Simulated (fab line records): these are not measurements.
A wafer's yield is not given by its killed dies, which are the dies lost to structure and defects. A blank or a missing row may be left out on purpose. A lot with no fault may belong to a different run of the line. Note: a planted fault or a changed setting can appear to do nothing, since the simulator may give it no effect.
Matching of chambers | flow n5Finfet | rieDiel-04 running N5_SD_EPI_N_ETCH_35: 4 sister chambers
The step etches SOC in N2/H2, overetch 108 nm, time 486 s. 8 wafers are shown with their chamber, then 7 later ones without.

## WAFERS, EACH WITH ITS CHAMBER
wafer  | chamber | throttleValvePct (%) | showerheadPlenumPTorr (Torr)
L076.1 | 2       | 24.5                 | 2.56
L077.5 | 1       | 23.8                 | 2.62
L078.3 | 0       | 23.9                 | 2.63
L086.1 | 0       | 23.9                 | 2.63
L086.2 | 1       | 23.9                 | 2.62
L086.6 | 3       | 24.0                 | 2.54
L090.3 | 2       | 24.5                 | 2.55
L090.4 | 3       | 24.0                 | 2.53

## WAFERS MISSING THEIR CHAMBER
wafer  | throttleValvePct (%) | showerheadPlenumPTorr (Torr)
L090.6 | 23.9                 | 2.61
L091.1 | 24.0                 | 2.53
L091.2 | 24.5                 | 2.55
L091.6 | 23.9                 | 2.61
L094.1 | 23.9                 | 2.61
L094.4 | 23.9                 | 2.62
L094.6 | 23.9                 | 2.62

## WHICH CHAMBER EACH ONE RAN IN
wafer  | from the rows above     | in truth
L090.6 | can't be placed: 1 or 0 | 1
L091.1 | 3                       | 3
L091.2 | 2                       | 2
L091.6 | can't be placed: 1 or 0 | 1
L094.1 | can't be placed: 1 or 0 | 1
L094.4 | can't be placed: 1 or 0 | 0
L094.6 | can't be placed: 1 or 0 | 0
Correctly placed: 2 of 7. These rows do not allow placing 5 (true chamber among the candidates in 5). Placed wrongly: 0.
How it was worked out, from the rows above alone: a wafer's distance from a chamber is the root of the sum, over the readings, of the square of ((its reading less the chamber's mean) divided by the reading's scatter). If the next closest chamber is less than 2 further off than the closest, the wafer can't be placed; otherwise it belongs to the closest. The mean given for a chamber averages the wafers shown for that chamber. The scatter: the root of (the sum of the squares of (reading less its chamber's mean) over the shown wafers, divided by (wafers less chambers)).
